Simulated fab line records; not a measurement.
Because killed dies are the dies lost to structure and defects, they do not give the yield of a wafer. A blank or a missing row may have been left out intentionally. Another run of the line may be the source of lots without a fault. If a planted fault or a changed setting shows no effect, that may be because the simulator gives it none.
fab line records	flow n5-finfet
[record] lots = 6	wafers = 18	last-day = 16
route steps=1938 shown PASSIVATION@1903
lots untouched by any fault: they come from a run of this same line in which no faults occurred
start-h: hours from the record's opening day to when the first of the lot's shown wafers began	wait-h: time in hours since the lot's previous step	" the same as in the row above	L1.1+2: one row covering several wafers at once	- no value, or no start given	* or withheld: withheld	< > ~ a bound
route shown NAME@n: NAME is a module with steps in the file, n the number in the route of the first one	usual: mean and standard deviation over wafers with no fault	same: alike in all rows	chamber/n: place in a boat	sites: readings site by site	_std_site: their standard deviation	_edge_site: inner sites' mean taken away from outer sites' mean	radius-mm: for every site, how far away it sits from the centre of the wafer	mask NAME#n: copy n	behind: the most recent tool/chamber to have shaped the wafer	hold: why the lot went on hold/how many hours it stayed there/how the hold came to an end	device: whichever transistor did not switch (one of n, p or np)	end of line: the route-end tests of the same wafers	step lacking rows: just its recipe	killed: not the wafer's yield, but the dies lost to structure and defects at the first sort	map: dies across one wafer; x = killed, . = not, _ = none there
set.NAME: the setting as run; set.NAME@STEP: as run at that earlier step	model.NAME: the simulator's own value behind a step, which no gauge read
a table for each step, a row for each wafer; lots at some steps of the route
services: when a tool's chamber went out of use (start-h, in hours from the record's first day, below 0 if earlier), for how many hours, and the reason
[[steps]]
[step N5_PASSIVATION_DEVELOP_29]
[recipe] develop-time-s = 60	rinse-liquid = diw	dry = air-spin	dev-temp-c = 21
[step N5_PASSIVATION_HARDBAKE_31]
[recipe] temp-c = 130	time-s = 120
[step N5_PASSIVATION_CD_MEAS_30]
[recipe] target-cd-nm = 4000	landing-energy-ev = 500	detector = se-inlens	polarity = opening
[usual] cd-nm = 4000.3/1.3
lot.wafer	tool	chamber	start-h	wait-h	cd-nm
L842.1	cd-sem-03	0	259.53	-	4000.3
L842.4	"	0	"	"	4000.2
L842.6	"	0	"	"	4000.2
L850.2	cd-sem-01	0	327.50	-	4000.6
L850.5	"	0	"	"	3999.5
L850.6	"	0	"	"	4000.8
L852.2	cd-sem-02	0	349.16	-	4000.5
L852.5	"	0	"	"	4000.3
L852.6	"	0	"	"	4001.4
L853.1	cd-sem-02	0	365.07	-	4000.6
L853.2	"	0	"	"	4001.3
L853.5	"	0	"	"	3998.9
L856.2	cd-sem-03	0	368.20	-	4002.1
L856.4	"	0	"	"	4000.9
L856.6	"	0	"	"	3999.8
L862.2	cd-sem-03	0	388.96	-	3999.3
L862.5	"	0	"	"	3998.3
L862.6	"	0	"	"	3999.9
[step N5_PASSIVATION_OVL_MEAS_63]
[recipe] points-per-wafer = 44
[usual] PAD_OVL = 0/5.5
lot.wafer	tool	chamber	start-h	wait-h	PAD_OVL[nm]
L842.1	overlay-01	0	259.56	0.0	-2
L842.4	"	0	"	"	6
L842.6	"	0	"	"	2
L850.2	overlay-01	0	327.53	0.0	0
L850.5	"	0	"	"	8
L850.6	"	0	"	"	4
L852.2	overlay-02	0	349.19	0.0	9
L852.5	"	0	"	"	8
L852.6	"	0	"	"	7
L853.1	overlay-02	0	365.10	0.0	-3
L853.2	"	0	"	"	-9
L853.5	"	0	"	"	0
L856.2	overlay-01	0	368.23	0.0	2
L856.4	"	0	"	"	0
L856.6	"	0	"	"	4
L862.2	overlay-01	0	388.99	0.0	2
L862.5	"	0	"	"	-9
L862.6	"	0	"	"	1
[step N5_PASSIVATION_INSPECT_64]
[recipe] mode = adi	inspect-instrument = macro
[usual] raw-defect-count = 2.0/1.4
lot.wafer	tool	chamber	start-h	wait-h	raw-defect-count
L842.1	defect-inspect-01	-	259.58	0.0	4
L842.4	"	-	"	"	4
L842.6	"	-	"	"	3
L850.2	defect-inspect-02	-	327.55	0.0	2
L850.5	"	-	"	"	4
L850.6	"	-	"	"	1
L852.2	defect-inspect-02	-	349.21	0.0	1
L852.5	"	-	"	"	2
L852.6	"	-	"	"	1
L853.1	defect-inspect-01	-	365.12	0.0	2
L853.2	"	-	"	"	0
L853.5	"	-	"	"	2
L856.2	defect-inspect-01	-	368.26	0.0	1
L856.4	"	-	"	"	2
L856.6	"	-	"	"	2
L862.2	defect-inspect-01	-	389.01	0.0	0
L862.5	"	-	"	"	5
L862.6	"	-	"	"	2
[step N5_PASSIVATION_DESCUM_32]
[recipe] chemistry = O2	time-s = 7.9	source-power-w = 50	bias-power-w = 20	pressure-mtorr = 20	rf-frequency-hz = 2.712e+07	temp-c = 40	o2-flow-sccm = 225
[usual] drypump-motor-current-A = 5.7/0.32	oes-product-au = 0.80/0.077	rf-vpp-V = 243.0/1.3	showerhead-plenum-p-Torr = 2.09/0.076	throttle-valve-pct = 20.32/0.13
lot.wafer	tool	chamber	start-h	wait-h	drypump-motor-current-A	oes-product-au	rf-hours-counter-h	rf-vpp-V	showerhead-plenum-p-Torr	throttle-valve-pct
L842.1	rie-diel-06	2	259.62	0.0	5.7	0.87	46	242.0	2.03	20.21
L842.4	"	1	"	"	5.6	0.72	-	243.8	2.07	20.33
L842.6	"	2	"	"	5.7	0.87	-	243.0	2.03	20.22
L850.2	rie-diel-06	0	327.59	0.0	5.3	0.78	104	245.6	2.21	20.43
L850.5	"	0	"	"	5.3	0.77	-	244.7	2.21	20.43
L850.6	"	3	"	"	6.1	0.93	-	245.0	2.23	20.19
L852.2	rie-diel-06	1	349.55	0.3	5.6	0.69	230	242.7	2.06	20.38
L852.5	"	2	"	"	5.7	0.82	-	242.0	2.02	20.25
L852.6	"	3	"	"	6.2	0.91	-	244.3	2.23	20.22
L853.1	rie-diel-01	3	365.16	0.0	6.4	0.84	77	242.6	2.03	20.29
L853.2	"	2	"	"	5.7	0.79	120	243.3	2.03	20.18
L853.5	"	0	"	"	5.2	0.86	-	242.1	2.03	20.33
L856.2	rie-diel-06	0	368.30	0.0	5.3	0.76	117	243.4	2.20	20.46
L856.4	"	2	"	"	5.7	0.81	83	241.4	2.02	20.27
L856.6	"	1	"	"	5.6	0.69	-	242.7	2.06	20.37
L862.2	rie-diel-06	1	389.05	0.0	5.6	0.68	242	242.7	2.06	20.39
L862.5	"	1	"	"	5.6	0.68	-	242.7	2.06	20.38
L862.6	"	2	"	"	5.7	0.81	-	244.2	2.02	20.26
[step N5_PASSIVATION_AL_ETCH_33]
[recipe] chemistry = Cl2/BCl3	target-depth-a = 28000	over-etch-frac = 0.15	Cl2_flow_sccm = 180	bcl3-flow-sccm = 60	target = Al	stop-on = TaN	time-s = 466.7	ion-energy-ev = 100	pressure-mtorr = 10	icp-w = 900	bias-w = 100
[usual] drypump-motor-current-A = 5.7/0.37	oes-product-au = 0.70/0.075	throttle-valve-pct = 34.3/0.35
[same] over-etch-frac = 0.15
lot.wafer	tool	chamber	start-h	wait-h	drypump-motor-current-A	oes-product-au	rf-hours-counter-h	throttle-valve-pct
L842.1	rie-metal-03	1	259.70	0.1	5.4	0.83	9	33.8
L842.4	"	0	"	"	6.3	0.69	-	34.4
L842.6	"	1	"	"	5.4	0.82	-	33.8
L850.2	rie-metal-01	0	327.67	0.1	6.0	0.60	82	34.0
L850.5	"	1	"	"	5.5	0.67	-	34.8
L850.6	"	0	"	"	6.0	0.61	-	34.0
L852.2	rie-metal-01	1	349.77	0.2	5.5	0.66	-	34.9
L852.5	"	1	"	"	5.5	0.67	-	34.8
L852.6	"	1	"	"	5.5	0.67	-	34.8
L853.1	rie-metal-02	1	365.25	0.1	5.9	0.62	84	34.5
L853.2	"	0	"	"	5.3	0.80	9	34.2
L853.5	"	1	"	"	5.9	0.62	-	34.6
L856.2	rie-metal-02	0	368.39	0.1	5.3	0.80	10	34.2
L856.4	"	1	"	"	5.9	0.63	-	34.5
L856.6	"	0	"	"	5.3	0.81	-	34.2
L862.2	rie-metal-02	1	389.13	0.1	5.9	0.63	86	34.6
L862.5	"	1	"	"	5.9	0.62	-	34.5
L862.6	"	0	"	"	5.3	0.80	-	34.2
[step N5_PASSIVATION_ETCH_59]
[recipe] chemistry = Cl2/BCl3	target = TaN	target-depth-a = 650	time-s = 34.9	ion-energy-ev = 100	pressure-mtorr = 10	icp-w = 900	bias-w = 100	Cl2_flow_sccm = 60	bcl3-flow-sccm = 30
[usual] drypump-motor-current-A = 5.7/0.37	oes-product-au = 0.78/0.079	throttle-valve-pct = 21.13/0.28
lot.wafer	tool	chamber	start-h	wait-h	drypump-motor-current-A	oes-product-au	rf-hours-counter-h	throttle-valve-pct
L842.1	rie-metal-03	1	260.10	0.3	5.4	0.90	10	20.71
L842.4	"	0	"	"	6.3	0.75	-	21.28
L842.6	"	1	"	"	5.4	0.91	-	20.71
L850.2	rie-metal-01	0	328.07	0.3	6.0	0.67	82	20.98
L850.5	"	1	"	"	5.5	0.76	-	21.54
L850.6	"	0	"	"	6.0	0.68	-	20.99
L852.2	rie-metal-01	1	350.47	0.6	5.5	0.77	-	21.54
L852.5	"	1	"	"	5.5	0.76	-	21.54
L852.6	"	1	"	"	5.5	0.75	-	21.53
L853.1	rie-metal-02	1	365.65	0.3	6.0	0.70	84	21.36
L853.2	"	0	"	"	5.3	0.89	10	21.00
L853.5	"	1	"	"	5.9	0.70	-	21.35
L856.2	rie-metal-02	0	368.79	0.3	5.3	0.89	10	20.97
L856.4	"	1	"	"	5.9	0.71	-	21.34
L856.6	"	0	"	"	5.3	0.89	-	20.97
L862.2	rie-metal-02	1	389.53	0.3	5.9	0.70	86	21.34
L862.5	"	1	"	"	5.9	0.70	-	21.35
L862.6	"	0	"	"	5.3	0.88	-	20.97
[step N5_PASSIVATION_STRIP_34]
[recipe] chemistry = O2	power-w = 600	temp-c = 60	pressure-mtorr = 30	rf-frequency-hz = 6e+07	bias-power-w = 0	overash-fraction = 2	o2-flow-sccm = 225
[usual] drypump-motor-current-A = 5.7/0.37	oes-product-au = 0.81/0.082	rf-vpp-V = 3.5/1.2	showerhead-plenum-p-Torr = 2.08/0.067	throttle-valve-pct = 16.54/0.13
lot.wafer	tool	chamber	start-h	wait-h	drypump-motor-current-A	oes-product-au	rf-hours-counter-h	rf-vpp-V	showerhead-plenum-p-Torr	throttle-valve-pct
L842.1	rie-diel-06	2	260.22	0.1	5.7	0.86	46	4.0	2.03	16.44
L842.4	"	1	"	"	5.6	0.71	200	3.7	2.08	16.60
L842.6	"	3	"	"	6.1	1.00	-	2.3	2.24	16.41
L850.2	rie-diel-02	2	328.19	0.1	5.6	0.83	90	0.9	2.03	16.45
L850.5	"	3	"	"	5.2	0.69	-	3.0	2.15	16.64
L850.6	"	2	"	"	5.6	0.81	-	2.6	2.03	16.44
L852.2	rie-diel-02	2	350.66	0.2	5.6	0.83	99	3.6	2.02	16.47
L852.5	"	0	"	"	5.9	0.67	-	4.2	2.16	16.60
L852.6	"	3	"	"	5.2	0.72	-	2.5	2.15	16.62
L853.1	rie-diel-01	0	365.77	0.1	5.2	0.85	65	2.5	2.03	16.57
L853.2	"	3	"	"	6.5	0.83	77	2.4	2.03	16.53
L853.5	"	2	"	"	5.8	0.81	-	6.5	2.03	16.41
L856.2	rie-diel-06	1	368.91	0.1	5.6	0.69	236	4.3	2.06	16.72
L856.4	"	2	"	"	5.7	0.83	83	3.8	2.02	16.49
L856.6	"	3	"	"	6.1	0.90	-	3.7	2.23	16.38
L862.2	rie-diel-02	3	389.65	0.1	5.2	0.95	3	3.8	2.15	16.27
L862.5	"	3	"	"	5.2	0.97	-	4.1	2.15	16.30
L862.6	"	0	"	"	5.9	0.67	-	2.9	2.16	16.63
[step N5_PASSIVATION_STRIP_51]
[recipe] chemistry = post-etch-residue-remover	time-s = 1200	temp-c = 72.5
[step N5_PASSIVATION_CLEAN_69]
[recipe] chemistry = IPA	time-s = 180	temp-c = 25
[step N5_PASSIVATION_SRD_70]
[recipe] dry = ipa-marangoni	time-s = 30	temp-c = 23	rinse-liquid = diw
[step N5_PASSIVATION_PECVD_53]
[recipe] material = SiO2	target-thk-a = 8000	temp-c = 400	precursor = TEOS/O2	pressure-torr = 6.5	rf-w = withheld	teos-flow-sccm = withheld	gas = O2	flow-sccm = 2650	time-s = 169.4
[usual] run-length-s = 197.2/0.43
lot.wafer	tool	chamber	start-h	wait-h	run-length-s	model.SiO2_of_PASSIVATION_PECVD_53.thk-nm
L842.1	pecvd-04	0	260.72	0.0	197.5	804.4
L842.4	"	0	"	"	197.5	798
L842.6	"	1	"	"	197.2	809.8
L850.2	pecvd-02	1	328.69	0.0	202.2	820.4
L850.5	"	1	"	"	202.2	827.4
L850.6	"	2	"	"	202.5	832.4
L852.2	pecvd-02	0	351.20	0.0	202.5	807.4
L852.5	"	2	"	"	202.7	827.8
L852.6	"	1	"	"	202.2	829.2
L853.1	pecvd-01	1	366.27	0.0	197.4	792.6
L853.2	"	0	"	"	196.5	785
L853.5	"	1	"	"	197.4	799.4
L856.2	pecvd-04	0	369.41	0.0	197.5	790.2
L856.4	"	0	"	"	197.0	809.4
L856.6	"	2	"	"	197.1	807
L862.2	pecvd-01	1	390.15	0.0	197.0	782.2
L862.5	"	0	"	"	197.1	799
L862.6	"	1	"	"	196.8	793.6
[step N5_PASSIVATION_PECVD_35]
[recipe] material = SiNx	target-thk-a = 7000	temp-c = 400	precursor = SiH4/NH3/N2	pressure-torr = 4.9	rf-w = 1406	time-s = 151.3
[usual] heater-power-w = 310/81	run-length-s = 195.2/0.42	showerhead-plenum-p-Torr = 8.62/0.09	throttle-valve-pct = 30.0/2.2
lot.wafer	tool	chamber	start-h	wait-h	heater-power-w	run-length-s	showerhead-plenum-p-Torr	throttle-valve-pct
L842.1	pecvd-04	0	260.83	0.1	272	195.0	8.70	32.6
L842.4	"	0	"	"	297	195.2	8.73	32.1
L842.6	"	1	"	"	305	195.9	8.52	27.7
L850.2	pecvd-02	1	328.80	0.1	427	195.2	8.57	26.5
L850.5	"	1	"	"	476	194.5	8.59	27.1
L850.6	"	2	"	"	195	195.9	8.67	29.8
L852.2	pecvd-02	0	351.31	0.1	376	195.0	8.68	28.4
L852.5	"	2	"	"	148	195.1	8.67	30.2
L852.6	"	1	"	"	530	194.9	8.59	27.1
L853.1	pecvd-01	1	366.38	0.1	331	195.0	8.64	31.8
L853.2	"	0	"	"	433	194.4	8.50	33.2
L853.5	"	1	"	"	215	195.2	8.65	31.8
L856.2	pecvd-04	0	369.52	0.1	259	195.4	8.72	32.2
L856.4	"	0	"	"	280	195.5	8.70	31.9
L856.6	"	2	"	"	328	195.0	8.78	27.1
L862.2	pecvd-01	1	390.32	0.1	268	195.1	8.66	31.8
L862.5	"	0	"	"	349	195.5	8.51	33.1
L862.6	"	1	"	"	333	194.9	8.64	31.7
[[services]]
tool	chamber	start-h	hours	kind
pecvd-02	1	242.70	-	clean
pecvd-02	1	242.70	29.5	scheduled-down
pecvd-02	1	242.70	29.5	vent-cycle
rie-diel-06	3	242.73	-	clean
rie-diel-06	3	242.73	-	consumable-replace:focus-ring
rie-diel-06	3	242.73	-	consumable-replace:showerhead
pecvd-04	-	247.94	0.7	repair
rie-metal-03	-	265.67	0.1	repair
pecvd-02	1	272.20	5.5	scheduled-down
rie-diel-02	2	281.00	6.7	repair
pecvd-02	2	284.83	5.0	scheduled-down
rie-metal-02	-	291.07	2.8	pm
pecvd-01	0	295.95	2.1	scheduled-down
rie-diel-01	2	307.95	1.8	repair
pecvd-01	-	312.06	6.0	pm
rie-metal-01	0	342.08	12.0	repair
pecvd-02	2	352.89	2.1	scheduled-down
pecvd-04	0	355.61	2.1	scheduled-down
pecvd-02	2	355.77	5.5	scheduled-down
pecvd-02	-	357.71	14.6	pm
rie-diel-06	0	360.39	6.0	repair
rie-diel-01	1	371.83	1.8	repair
pecvd-02	-	384.30	0.8	repair
pecvd-01	2	385.56	16.5	scheduled-down
[[key]]
[first-sign] step = N5_PASSIVATION_PECVD_53	reading = run-length-s	direction = up	sigmas = 12	usual = *	struck = *
effect none on later readings
[model-effect] step = N5_PASSIVATION_PECVD_53	value = SiO2_of_PASSIVATION_PECVD_53.thk-nm	without = 797.1	struck = 824.1
met-at N5_PASSIVATION_PECVD_53
struck-wafers L850.2,L850.5,L850.6,L852.2,L852.5,L852.6
[earlier-fault] kind = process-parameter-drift	tool = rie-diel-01	chamber = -	onset-h = 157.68	steps = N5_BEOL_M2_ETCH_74	channel = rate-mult	offset = 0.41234	shape = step
[fault] kind = process-parameter-drift	tool = pecvd-02	chamber = -	onset-h = 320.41	steps = N5_PASSIVATION_PECVD_53	channel = time-s	offset = *	shape = step	acts-in = *	stated = *
